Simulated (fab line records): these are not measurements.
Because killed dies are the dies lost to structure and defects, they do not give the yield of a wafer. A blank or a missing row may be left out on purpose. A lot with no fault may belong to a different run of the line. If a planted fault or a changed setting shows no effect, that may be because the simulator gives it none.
fab line records	flow n5_finfet
record lots=7	wafers=39
route steps=1938 shown ZERO_LAYER@4 SDB@373 BEOL_M0_SAQP@633 BEOL_M8@1332 BEOL_M12@1637 BEOL_M13@1694
start_h: start of the lot's first displayed wafer, in hours after the record's first day	wait_h: how many hours have passed since the lot's step before this one	" unchanged from the row above	L1.1+2: several wafers, shown together as one row	- no value present, or no start provided	* or withheld: withheld	< > ~ a bound
route shown NAME@n: NAME is a module with steps in the file, n the number in the route of the first one	usual: average and standard deviation across the fault-free wafers	same: alike in all rows	chamber/n: place in a boat	sites: readings site by site	_std_site: standard deviation across them	_edge_site: inner sites' mean taken away from outer sites' mean	radius_mm: how far each site lies from the wafer's centre	mask NAME#n: copy n	behind: tool/chamber where the wafer was last shaped	hold: cause of the lot's hold/its duration in hours/its outcome	device: the n, p or np transistor that did not switch	end of line: at the end of the route, the tests of the same wafers	a step with no rows: only its recipe	killed: dies that structure and defects cost at the first sort, which is not the same as the wafer's yield	map: a wafer's dies, x killed, . not, _ none there
set.NAME: the run value of the setting; set.NAME@STEP: its run value at that earlier step	model.NAME: the simulator's own value behind a step, which no gauge read
lots run with intentionally changed settings; tables by step, rows by wafer
## steps
# step N5_ZERO_LAYER_PECVD_02
# recipe material=SiO2	target_thk_a=100	temp_c=400	precursor=SiH4/N2O	pressure_torr=0.75	rf_w=275	time_s=6
lot.wafer	tool	chamber	start_h	wait_h	set.time_s	model.SiO2_of_ZERO_LAYER_PECVD_02.thk_nm
L074.1	pecvd-01	1	12.30	0.0	6	9.867
L074.2	"	0	"	"	4.902	8.084
L074.3	"	2	"	"	6	9.805
L074.4	"	1	"	"	6	10.15
L074.5	"	0	"	"	4.902	8.39
L074.6	"	2	"	"	4.902	8.195
L075.1	pecvd-01	2	18.28	0.0	8.189	13.15
L075.2	"	0	"	"	6	9.723
L075.3	"	1	"	"	8.189	13.32
L075.4	"	2	"	"	6	9.601
L075.5	"	1	"	"	6	9.892
L075.6	"	0	"	"	8.189	13.6
L081.1	pecvd-04	0	54.28	0.0	6	9.969
L081.2	"	2	"	"	7.228	11.94
L081.3	"	1	"	"	7.228	11.99
L081.4	"	1	"	"	6	9.991
L081.5	"	0	"	"	7.228	12.08
L081.6	"	2	"	"	6	10.12
L085.3	pecvd-04	0	78.28	0.0	6	9.989
L085.4	"	0	"	"	6	10.02
L085.6	"	2	"	"	6	9.847
L090.1	pecvd-04	0	108.28	0.0	7.122	11.64
L090.2	"	2	"	"	7.122	11.73
L090.3	"	1	"	"	6	9.867
L090.4	"	0	"	"	6	10.16
L090.5	"	1	"	"	7.122	11.79
L090.6	"	2	"	"	6	9.989
L095.1	pecvd-01	2	138.28	0.0	4.92	8.023
L095.2	"	0	"	"	4.92	8.112
L095.3	"	1	"	"	4.92	8.11
L095.4	"	0	"	"	6	9.884
L095.5	"	1	"	"	6	9.842
L095.6	"	2	"	"	6	9.851
L096.1	pecvd-04	1	144.28	0.0	6	9.978
L096.2	"	0	"	"	6	10.05
L096.3	"	2	"	"	6	10.03
L096.4	"	0	"	"	6	10.2
L096.5	"	2	"	"	6	10.14
L096.6	"	1	"	"	6	10.02
# step N5_ZERO_LAYER_DEVELOP_10
# recipe develop_time_s=60	rinse_liquid=diw	dry=air_spin	dev_temp_c=21
lot.wafer	tool	chamber	start_h	wait_h	set.develop_time_s
L074.1+2+3+4+5+6	litho_track-04	0	-	-	60
L075.1+2+6	litho_track-02	0	-	-	60
L075.3+4+5	"	0	"	"	45.27
L081.1+3+4	litho_track-04	0	-	-	60
L081.2+5+6	"	0	"	"	93.99
L085.3+4+6	litho_track-05	0	-	-	60
L090.1+2+3	litho_track-05	0	-	-	60
L090.4+5+6	"	0	"	"	34.52
L095.1+2+6	litho_track-05	0	-	-	60
L095.3+4+5	"	0	"	"	89.64
L096.1+3+4	litho_track-02	0	-	-	82.48
L096.2+5+6	"	0	"	"	60
# step N5_ZERO_LAYER_HARDBAKE_23
# recipe temp_c=130	time_s=120
# step N5_ZERO_LAYER_CD_MEAS_11
# recipe target_cd_nm=2000	landing_energy_ev=500	detector=se_inlens
# usual cd_nm=2000.6/1.4
lot.wafer	tool	chamber	start_h	wait_h	set.develop_time_s@ZERO_LAYER_DEVELOP_10	cd_nm
L074.1	cd_sem-02	0	12.66	-	60	2000.3
L074.2	"	0	"	"	60	1999.3
L074.3	"	0	"	"	60	2001.2
L074.4	"	0	"	"	60	2000.5
L074.5	"	0	"	"	60	2001.6
L074.6	"	0	"	"	60	2000.3
L075.1	cd_sem-03	0	18.64	-	60	2004.0
L075.2	"	0	"	"	60	2002.7
L075.3	"	0	"	"	45.27	1996.9
L075.4	"	0	"	"	45.27	1996.0
L075.5	"	0	"	"	45.27	1997.1
L075.6	"	0	"	"	60	2002.6
L081.1	cd_sem-01	0	54.77	-	60	1999.3
L081.2	"	0	"	"	93.99	2007.5
L081.3	"	0	"	"	60	2000.2
L081.4	"	0	"	"	60	2000.2
L081.5	"	0	"	"	93.99	2008.9
L081.6	"	0	"	"	93.99	2007.9
L085.3	cd_sem-02	0	78.65	-	60	1999.3
L085.4	"	0	"	"	60	1999.0
L085.6	"	0	"	"	60	1999.6
L090.1	cd_sem-01	0	108.64	-	60	2001.5
L090.2	"	0	"	"	60	2000.7
L090.3	"	0	"	"	60	2001.7
L090.4	"	0	"	"	34.52	1988.6
L090.5	"	0	"	"	34.52	1988.4
L090.6	"	0	"	"	34.52	1989.7
L095.1	cd_sem-01	0	138.64	-	60	2000.3
L095.2	"	0	"	"	60	2001.6
L095.3	"	0	"	"	89.64	2008.1
L095.4	"	0	"	"	89.64	2010.3
L095.5	"	0	"	"	89.64	2009.3
L095.6	"	0	"	"	60	1999.4
L096.1	cd_sem-01	0	144.64	-	82.48	2009.8
L096.2	"	0	"	"	60	2004.1
L096.3	"	0	"	"	82.48	2008.9
L096.4	"	0	"	"	82.48	2010.1
L096.5	"	0	"	"	60	2001.2
L096.6	"	0	"	"	60	2003.9
# step N5_ZERO_LAYER_DESCUM_16
# recipe chemistry=O2	time_s=7.9	source_power_w=50	bias_power_w=20	pressure_mtorr=20	rf_frequency_hz=2.712e+07	temp_c=40	o2_flow_sccm=225
lot.wafer	tool	chamber	start_h	wait_h	set.develop_time_s@ZERO_LAYER_DEVELOP_10	model.ZERO_LAYER.cd_nm
L074.1	rie_diel-05	1	12.76	0.1	60	2000
L074.2	"	0	"	"	60	1999
L074.3+4+5+6	"	3,2,2,1	"	"	60	2001
L075.1	rie_diel-06	3	18.68	0.0	60	2004
L075.2	"	0	"	"	60	2003
L075.3+5	"	2	"	"	45.27	1997
L075.4	"	1	"	"	45.27	1996
L075.6	"	3	"	"	60	-
L081.1	rie_diel-05	3	55.07	0.3	60	1999
L081.2	"	2	"	"	93.99	2007
L081.3	"	1	"	"	60	2000
L081.4	"	2	"	"	60	-
L081.5	"	3	"	"	93.99	2009
L081.6	"	1	"	"	93.99	2008
L085.3+4	rie_diel-02	2,1	78.68	0.0	60	1999
L085.6	"	3	"	"	60	2000
L090.1	rie_diel-02	1	108.70	0.1	60	-
L090.2	"	0	"	"	60	2000
L090.3	"	3	"	"	60	2002
L090.4	"	2	"	"	34.52	1989
L090.5	"	0	"	"	34.52	1988
L090.6	"	1	"	"	34.52	1990
L095.1	rie_diel-05	2	138.68	0.0	60	2000
L095.2	"	3	"	"	60	2002
L095.3	"	1	"	"	89.64	2008
L095.4	"	3	"	"	89.64	2010
L095.5	"	2	"	"	89.64	2009
L095.6	"	1	"	"	60	1999
L096.1+4	rie_diel-02	3,0	144.68	0.0	82.48	2010
L096.2+6	"	1,3	"	"	60	2004
L096.3	"	2	"	"	82.48	2009
L096.5	"	0	"	"	60	2001
# step N5_SDB_ALD_29
# recipe material=SiNx	target_thk_a=300	temp_c=400	ald_precursor_family=SiH2I2	ald_co_reactant=N2/H2-plasma	pulse_time_s=1	ald_cycles=600	purge_time_s=2	co_reactant_purge_time_s=2	pressure_torr=2
lot.wafer	tool	chamber	start_h	wait_h	set.ald_cycles	model.SiNx_of_SDB_ALD_29.thk_nm
L074.1+3+4+6	ald_sin-03	0,1,2,2	67.07	0.0	600	30
L074.2+5	"	3,1	"	"	600	30.2
L075.1+3+4	ald_sin-03	3,0,2	73.89	0.0	892	44.6
L075.2+6	"	1,3	"	"	600	30
L075.5	"	2	75.24	1.4	600	29.8
L081.1+4+5	ald_sin-02	1,0,0	108.21	0.1	275	13.8
L081.2+3	"	2,3	"	"	600	30
L081.6	"	3	109.56	1.4	600	30.2
L085.3+6	ald_sin-03	3,2	142.38	0.0	600	30
L085.4	"	3	143.74	1.4	600	29.8
L090.1+2	ald_sin-03	0,3	164.24	0.0	277	13.8
L090.3+5	"	2	"	"	600	30
L090.4	"	1	"	"	600	30.2
L090.6	"	3	165.60	1.4	277	14
L095.1+5	ald_sin-01	2,1	195.19	0.1	600	29.8
L095.2+3+4	"	1,0,0	"	"	391	19.4
L095.6	"	2	196.55	1.4	600	29.6
L096.1	ald_sin-03	1	200.82	0.0	864	43.2
L096.2	"	2	"	"	864	43.4
L096.3+5	"	0,3	"	"	600	29.8
L096.4	"	3	"	"	864	43
L096.6	"	2	202.17	1.4	600	30
# step N5_SDB_CMP_30
# recipe stop_on=poly-Si	t_overpolish_s=1.54	post_cmp_clean=alkaline_brush	down_force_psi=4.1491	platen_rpm=51.796	pad_velocity_m_s=1.0306	target_thk_nm=30
lot.wafer	tool	chamber	start_h	wait_h	set.ald_cycles@SDB_ALD_29	model.SiNx_of_SDB_ALD_29.thk_nm
L074.2+5	cmp-03	0	69.80	1.4	600	30.2
L074.4+1+3+6	"	1,2,3,1	"	"	600	30
L075.3	cmp-03	0	76.63	1.4	892	29.2
L075.2+6	"	1	"	"	600	30
L075.4	"	2	"	"	892	30
L075.1	"	3	"	"	892	31.4
L075.5	"	0	"	"	600	29.8
L081.1+4+5	cmp-03	0,1,0	110.94	1.4	275	13.8
L081.3+2	"	2,3	"	"	600	30
L081.6	"	1	"	"	600	30.2
L085.4	cmp-04	1	145.12	0.0	600	29.8
L085.3+6	"	0,1	"	"	600	30
L090.3+5	cmp-03	3,0	166.98	1.4	600	30
L090.1+2	"	0,2	"	"	277	13.8
L090.4	"	1	"	"	600	30.2
L090.6	"	3	"	"	277	14
L095.1+5	cmp-04	0	197.93	1.4	600	29.8
L095.3+4+2	"	1,2,3	"	"	391	19.4
L095.6	"	1	"	"	600	29.6
L096.4	cmp-02	3	203.55	1.4	864	29
L096.3+5	"	0,3	"	"	600	29.8
L096.2	"	1	"	"	864	28.8
L096.1	"	2	"	"	864	30.6
L096.6	"	0	"	"	600	30
# step N5_BEOL_M0_SAQP_ILD_DEP_01
# recipe material=SiOC	target_thk_a=454.19	temp_c=350	precursor=DEMS/O2	pressure_torr=5	rf_w=500	time_s=8.7
lot.wafer	tool	chamber	start_h	wait_h	set.time_s	model.SiOC_of_BEOL_M0_SAQP_ILD_DEP_01.thk_nm
L074.1	pecvd-01	1	104.22	0.0	8.7	44.6
L074.2	"	0	"	"	6.915	36
L074.3	"	2	"	"	6.915	35.8
L074.4	"	2	"	"	6.915	36.4
L074.5	"	0	"	"	8.7	46
L074.6	"	1	"	"	8.7	46.2
L075.1+2	pecvd-03	1,2	112.92	0.0	8.7	44.8
L075.3+5+6	"	1,1,2	"	"	8.7	45.8
L075.4	"	2	"	"	8.7	45.6
L081.1+6	pecvd-01	1,2	149.78	0.0	6.789	35.6
L081.2+3	"	2,0	"	"	8.7	44.8
L081.4	"	1	"	"	6.789	35.8
L081.5	"	0	"	"	8.7	45.2
L085.3	pecvd-02	1	181.72	0.0	8.7	45.4
L085.4	"	1	"	"	8.7	46
L085.6	"	0	"	"	8.7	45.6
L090.1	pecvd-01	0	203.32	0.0	8.7	45.2
L090.2	"	2	"	"	8.7	44.4
L090.3+4	"	1,2	"	"	8.7	45.6
L090.5	"	1	"	"	8.7	45.4
L090.6	"	0	"	"	8.7	45.8
L095.1	pecvd-01	1	233.51	0.0	13.78	71.2
L095.2	"	2	"	"	13.78	71
L095.3	"	0	"	"	8.7	44.8
L095.4	"	2	"	"	8.7	45
L095.5	"	0	"	"	13.78	72.4
L095.6	"	1	"	"	8.7	45.8
L096.1	pecvd-02	1	239.94	0.0	8.7	45
L096.2	"	0	"	"	8.7	44.8
L096.3	"	2	"	"	8.7	44.6
L096.4	"	2	"	"	8.7	45.8
L096.5	"	0	"	"	8.7	45.6
L096.6	"	1	"	"	8.7	46
# step N5_BEOL_M8_ILD_DEP_00
# recipe material=SiCOH_lowk	target_thk_a=1797.5	temp_c=300	precursor=DEMS/porogen	pressure_torr=5	rf_w=500	time_s=33.4
lot.wafer	tool	chamber	start_h	wait_h	set.time_s	model.SiCOH_lowk_of_BEOL_M8_ILD_DEP_00.thk_nm
L074.1	pecvd-01	0	222.67	0.0	40.07	211
L074.2	"	1	"	"	33.4	176.4
L074.3	"	2	"	"	40.07	211.2
L074.4	"	1	"	"	40.07	214.4
L074.5	"	0	"	"	33.4	179.2
L074.6	"	2	"	"	33.4	179.4
L075.1	pecvd-04	2	236.71	0.0	33.4	176
L075.2	"	0	"	"	33.4	178.2
L075.3	"	1	"	"	33.4	178.8
L075.4	"	0	"	"	33.4	180.2
L075.5	"	2	"	"	33.4	181.6
L075.6	"	1	"	"	33.4	180.8
L081.1+2	pecvd-02	0,2	258.43	0.0	33.4	177
L081.3	"	1	"	"	33.4	176.8
L081.4+6	"	1,2	"	"	33.4	180
L081.5	"	0	"	"	33.4	179
L085.3	pecvd-04	0	305.18	0.0	33.4	176.4
L085.4	"	2	"	"	33.4	183.2
L085.6	"	1	"	"	33.4	178
L090.1	pecvd-01	0	329.49	0.0	33.4	176
L090.2	"	1	"	"	33.4	174.4
L090.3	"	2	"	"	33.4	176.6
L090.4	"	0	"	"	33.4	177.2
L090.5	"	2	"	"	33.4	179.4
L090.6	"	1	"	"	33.4	176.8
L095.1	pecvd-02	2	369.99	0.0	33.4	180.4
L095.2	"	0	"	"	51.08	275
L095.3	"	1	"	"	51.08	275.4
L095.4	"	2	"	"	33.4	184.6
L095.5	"	0	"	"	33.4	183.8
L095.6	"	1	"	"	51.08	277.4
L096.1	pecvd-01	2	372.36	0.0	33.4	177.4
L096.2	"	0	"	"	33.4	178.6
L096.3	"	2	"	"	33.4	181.2
L096.4	"	0	"	"	25.68	142.2
L096.5	"	0	"	"	25.68	140.6
L096.6	"	2	"	"	25.68	137.6
# step N5_BEOL_M8_CURE_74
# recipe temp_c=385	time_s=240	ambient=He/Ar	material=SiCOH_lowk
lot.wafer	tool	chamber	start_h	wait_h	set.time_s@BEOL_M8_ILD_DEP_00	model.SiCOH_lowk_of_BEOL_M8_ILD_DEP_00.thk_nm
L074.1+3	uv_cure-03	1	222.73	0.0	40.07	182.4
L074.2	"	1	"	"	33.4	152.2
L074.4	"	1	"	"	40.07	185.2
L074.5	"	1	"	"	33.4	154.4
L074.6	"	1	"	"	33.4	154.8
L075.1	uv_cure-03	0	236.78	0.0	33.4	151.6
L075.2	"	0	"	"	33.4	153.6
L075.3	"	0	"	"	33.4	154.2
L075.4	"	0	"	"	33.4	155.4
L075.5	"	0	"	"	33.4	156.6
L075.6	"	0	"	"	33.4	155.8
L081.1+2	uv_cure-02	1	258.50	0.0	33.4	152.6
L081.3	"	1	"	"	33.4	152.4
L081.4+6	"	1	"	"	33.4	155.2
L081.5	"	1	"	"	33.4	154.4
L085.3	uv_cure-01	1	305.40	0.2	33.4	152
L085.4	"	1	"	"	33.4	158
L085.6	"	1	"	"	33.4	153.4
L090.1	uv_cure-02	1	329.56	0.0	33.4	151.6
L090.2	"	1	"	"	33.4	150.4
L090.3	"	1	"	"	33.4	152.2
L090.4	"	1	"	"	33.4	152.8
L090.5	"	1	"	"	33.4	154.6
L090.6	"	1	"	"	33.4	152.4
L095.1	uv_cure-03	0	370.05	0.0	33.4	155.6
L095.2	"	0	"	"	51.08	238.6
L095.3	"	0	"	"	51.08	238.8
L095.4	"	0	"	"	33.4	159.4
L095.5	"	0	"	"	33.4	158.6
L095.6	"	0	"	"	51.08	240.6
L096.1	uv_cure-03	1	372.45	0.1	33.4	153
L096.2	"	1	"	"	33.4	154
L096.3	"	1	"	"	33.4	156.4
L096.4	"	1	"	"	25.68	122.4
L096.5	"	1	"	"	25.68	121
L096.6	"	1	"	"	25.68	118.4
# step N5_BEOL_M8_THK_MEAS_01
# recipe reads=SiCOH_lowk_of_BEOL_M8_ILD_DEP_00
# usual M8_ILD_THK=153.9/2
lot.wafer	tool	chamber	start_h	wait_h	set.time_s@BEOL_M8_ILD_DEP_00	M8_ILD_THK[nm]
L074.1	film_metro-01	-	223.72	0.8	40.07	182.3
L074.2	"	-	"	"	33.4	152.2
L074.3	"	-	"	"	40.07	182.4
L074.4	"	-	"	"	40.07	185.4
L074.5	"	-	"	"	33.4	154.5
L074.6	"	-	"	"	33.4	154.8
L075.1	film_metro-01	-	237.77	0.8	33.4	151.7
L075.2	"	-	"	"	33.4	153.5
L075.3	"	-	"	"	33.4	154.2
L075.4	"	-	"	"	33.4	155.2
L075.5	"	-	"	"	33.4	156.7
L075.6	"	-	"	"	33.4	155.8
L081.1	film_metro-01	-	259.01	0.4	33.4	152.6
L081.2	"	-	"	"	33.4	152.5
L081.3	"	-	"	"	33.4	152.5
L081.4	"	-	"	"	33.4	155.3
L081.5	"	-	"	"	33.4	154.4
L081.6	"	-	"	"	33.4	155.2
L085.3	film_metro-02	-	305.76	0.3	33.4	152.0
L085.4	"	-	"	"	33.4	158.0
L085.6	"	-	"	"	33.4	153.4
L090.1	film_metro-01	-	330.07	0.4	33.4	151.7
L090.2	"	-	"	"	33.4	150.4
L090.3	"	-	"	"	33.4	152.4
L090.4	"	-	"	"	33.4	152.9
L090.5	"	-	"	"	33.4	154.7
L090.6	"	-	"	"	33.4	152.5
L095.1	film_metro-02	-	370.56	0.4	33.4	155.6
L095.2	"	-	"	"	51.08	238.4
L095.3	"	-	"	"	51.08	238.7
L095.4	"	-	"	"	33.4	159.4
L095.5	"	-	"	"	33.4	158.5
L095.6	"	-	"	"	51.08	240.5
L096.1	film_metro-01	-	372.96	0.4	33.4	153.0
L096.2	"	-	"	"	33.4	154.0
L096.3	"	-	"	"	33.4	156.3
L096.4	"	-	"	"	25.68	122.4
L096.5	"	-	"	"	25.68	120.9
L096.6	"	-	"	"	25.68	118.4
# step N5_BEOL_M12_ETCH_68
# recipe chemistry=N2/H2	target=SOC	mask_material=SiARC	source_w=3000	bias_w=350	temp_c=40	time_s=285	ion_energy_ev=200	pressure_mtorr=30	n2_flow_sccm=200	h2_flow_sccm=200
lot.wafer	tool	chamber	start_h	wait_h	set.time_s	model.SiARC_of_BEOL_M12_COAT_66.thk_nm
L074.1+5	rie_diel-04	3	273.32	0.1	410	74.4
L074.2	"	1	"	"	410	75.2
L074.3	"	0	"	"	285	85.8
L074.4	"	2	"	"	285	85.4
L074.6	"	0	"	"	285	86
L075.1+2	rie_diel-04	2,1	287.55	0.1	125.9	98.6
L075.3	"	0	"	"	285	85.6
L075.4+6	"	3,1	"	"	285	85.2
L075.5	"	0	"	"	125.9	99
L081.1	rie_diel-03	1	303.06	0.1	285	84.6
L081.2+6	"	0,1	"	"	285	85.2
L081.3	"	3	"	"	285	86.4
L081.4	"	2	"	"	285	86.2
L081.5	"	0	"	"	285	85.8
L085.3	rie_diel-03	0	339.51	0.1	285	86.2
L085.4	"	1	"	"	285	85.6
L085.6	"	2	"	"	285	85.4
L090.1	rie_diel-01	3	370.79	0.1	140.4	97.6
L090.2+3	"	0,2	"	"	140.4	97.8
L090.4+5	"	1,2	"	"	285	85.6
L090.6	"	3	"	"	285	85.2
L095.1	rie_diel-01	3	405.92	0.1	454	71.4
L095.2	"	1	"	"	454	72
L095.3	"	2	"	"	454	71.6
L095.4+6	"	0,3	"	"	285	86
L095.5	"	2	"	"	285	85.8
L096.1	rie_diel-03	2	410.11	0.1	285	85.4
L096.2	"	3	"	"	285	85.8
L096.3+4	"	0,1	"	"	285	86
L096.5	"	3	"	"	285	85.6
L096.6	"	0	"	"	285	86.2
# step N5_BEOL_M13_ETCH_68
# recipe chemistry=N2/H2	target=SOC	mask_material=SiARC	source_w=3000	bias_w=350	temp_c=40	time_s=355	ion_energy_ev=200	pressure_mtorr=30	n2_flow_sccm=200	h2_flow_sccm=200
lot.wafer	tool	chamber	start_h	wait_h	set.time_s	model.SiARC_of_BEOL_M13_COAT_66.thk_nm
L074.1+4	rie_diel-06	1	278.24	0.1	179.3	93.2
L074.2	"	2	"	"	179.3	92.8
L074.3	"	3	"	"	355	77
L074.5	"	3	"	"	355	77.4
L074.6	"	2	"	"	355	76.8
L075.1	rie_diel-06	1	295.01	0.1	355	77.2
L075.2+6	"	0	"	"	189.6	92.2
L075.3	"	2	"	"	355	76.6
L075.4	"	3	"	"	355	77.4
L075.5	"	3	"	"	189.6	92.6
L081.1	rie_diel-05	2	309.56	0.1	507.7	62.4
L081.2+4	"	0,3	"	"	355	77.2
L081.3	"	1	"	"	507.7	63
L081.5	"	3	"	"	355	76.4
L081.6	"	0	"	"	507.7	63.2
L085.3	rie_diel-02	2	344.33	0.1	355	75.8
L085.4	"	3	"	"	355	76
L085.6	"	0	"	"	355	76.6
L090.1	rie_diel-02	2	376.76	0.1	355	77
L090.2	"	0	"	"	355	77.4
L090.3+4+5	"	1,3,3	"	"	158.2	95.4
L090.6	"	0	"	"	355	77.2
L095.1+6	rie_diel-06	3	409.77	0.1	355	77
L095.2	"	1	"	"	355	77.2
L095.3	"	2	"	"	355	76.8
L095.4	"	0	"	"	355	76.6
L095.5	"	2	"	"	355	76
L096.1	rie_diel-06	3	415.09	0.1	355	77.4
L096.2	"	1	"	"	355	77
L096.3	"	0	"	"	529.5	60
L096.4	"	2	"	"	529.5	60.6
L096.5	"	1	"	"	529.5	61.4
L096.6	"	0	"	"	355	76.4
# step N5_BEOL_M13_STRIP_69
# recipe chemistry=N2/H2	temp_c=40	n2_flow_sccm=200	h2_flow_sccm=200	rf_frequency_hz=6e+07
# step N5_BEOL_M13_TRENCH_ETCH_34
# recipe chemistry=C4F8/O2/Ar	target=SiOC	target_depth_a=4134.7	mask_material=SOC	pressure_mtorr=30	source_w=3000	bias_w=700	Ar_flow_sccm=400	C4F8_flow_sccm=15	O2_flow_sccm=8	he_inner_torr=15	he_outer_torr=30	time_s=162.6	ion_energy_ev=250
# step N5_BEOL_M13_STRIP_37
# recipe chemistry=N2/H2	power_w=1000	temp_c=250	h2_frac=0.65	overash_fraction=0.3	pressure_mtorr=withheld	n2_flow_sccm=1750	h2_flow_sccm=3250
# step N5_BEOL_M13_ETCH_38
# recipe chemistry=CF4/N2	target=SiCN	target_depth_a=675	taper_deg=2	time_s=71.9	ion_energy_ev=150	mask_material=SiO2	pressure_mtorr=40	source_w=430	bias_w=70	Ar_flow_sccm=100	cf4_flow_sccm=60	n2_flow_sccm=60
lot.wafer	tool	chamber	start_h	wait_h	set.time_s@BEOL_M13_ETCH_68	model.BEOL_M13.cd_nm
L074.1	rie_diel-06	1	282.54	-	179.3	206.4
L074.2	"	2	"	"	179.3	207.4
L074.3	"	3	"	"	355	209
L074.4	"	3	"	"	179.3	205.2
L074.5	"	1	"	"	355	208
L074.6	"	2	"	"	355	208.8
L075.1	rie_diel-05	2	295.72	-	355	208.6
L075.2	"	1	"	"	189.6	206.2
L075.3	"	0	"	"	355	208
L075.4	"	3	"	"	355	208.8
L075.5	"	2	"	"	189.6	205.8
L075.6	"	1	"	"	189.6	206.4
L081.1	rie_diel-05	0	310.88	-	507.7	210.8
L081.2	"	1	"	"	355	208.8
L081.3	"	3	"	"	507.7	211.6
L081.4	"	2	"	"	355	210
L081.5	"	1	"	"	355	209.6
L081.6	"	2	"	"	507.7	210
L085.3	rie_diel-02	3	347.43	-	355	208
L085.4	"	0	"	"	355	206.8
L085.6	"	1	"	"	355	207.8
L090.1	rie_diel-02	0	378.97	-	355	207.2
L090.2	"	3	"	"	355	208.6
L090.3	"	2	"	"	158.2	206.6
L090.4	"	1	"	"	158.2	206.2
L090.5	"	1	"	"	158.2	205.4
L090.6	"	0	"	"	355	209
L095.1	rie_diel-05	3	411.76	-	355	209.6
L095.2	"	1	"	"	355	209.2
L095.3	"	0	"	"	355	208.2
L095.4	"	2	"	"	355	208.6
L095.5	"	2	"	"	355	209.8
L095.6	"	3	"	"	355	209.4
L096.1	rie_diel-02	0	415.63	-	355	206.6
L096.2+6	"	3,2	"	"	355	208
L096.3+4	"	1,2	"	"	529.5	210.2
L096.5	"	1	"	"	529.5	210.4
## key
split step=N5_ZERO_LAYER_PECVD_02	setting=time_s	stated=6	by=wafer
response step=N5_ZERO_LAYER_PECVD_02	reading=model.SiO2_of_ZERO_LAYER_PECVD_02.thk_nm	change=+0.0971	per=1%	r=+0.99
split step=N5_ZERO_LAYER_DEVELOP_10	setting=develop_time_s	stated=60	by=wafer
response step=N5_ZERO_LAYER_CD_MEAS_11	reading=cd_nm	change=+0.193	per=1%	r=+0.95
response step=N5_ZERO_LAYER_DESCUM_16	reading=model.ZERO_LAYER.cd_nm	change=+0.192	per=1%	r=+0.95
split step=N5_SDB_ALD_29	setting=ald_cycles	stated=600	by=wafer
response step=N5_SDB_ALD_29	reading=model.SiNx_of_SDB_ALD_29.thk_nm	change=+0.301	per=1%	r=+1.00
response step=N5_SDB_CMP_30	reading=model.SiNx_of_SDB_ALD_29.thk_nm	shape=bent	at_lowest=13.8	at_stated=29.97	at_highest=30.2
split step=N5_BEOL_M0_SAQP_ILD_DEP_01	setting=time_s	stated=8.7	by=wafer
response step=N5_BEOL_M0_SAQP_ILD_DEP_01	reading=model.SiOC_of_BEOL_M0_SAQP_ILD_DEP_01.thk_nm	change=+0.449	per=1%	r=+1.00
split step=N5_BEOL_M8_ILD_DEP_00	setting=time_s	stated=33.4	by=wafer
response step=N5_BEOL_M8_ILD_DEP_00	reading=model.SiCOH_lowk_of_BEOL_M8_ILD_DEP_00.thk_nm	change=+1.74	per=1%	r=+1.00
response step=N5_BEOL_M8_CURE_74	reading=model.SiCOH_lowk_of_BEOL_M8_ILD_DEP_00.thk_nm	change=+1.52	per=1%	r=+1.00
response step=N5_BEOL_M8_THK_MEAS_01	reading=M8_ILD_THK	change=+1.52	per=1%	r=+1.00
split step=N5_BEOL_M12_ETCH_68	setting=time_s	stated=285	by=wafer
response step=N5_BEOL_M12_ETCH_68	reading=model.SiARC_of_BEOL_M12_COAT_66.thk_nm	change=-0.243	per=1%	r=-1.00
split step=N5_BEOL_M13_ETCH_68	setting=time_s	stated=355	by=wafer
response step=N5_BEOL_M13_ETCH_68	reading=model.SiARC_of_BEOL_M13_COAT_66.thk_nm	change=-0.327	per=1%	r=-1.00
response step=N5_BEOL_M13_ETCH_38	reading=model.BEOL_M13.cd_nm	change=+0.0447	per=1%	r=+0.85
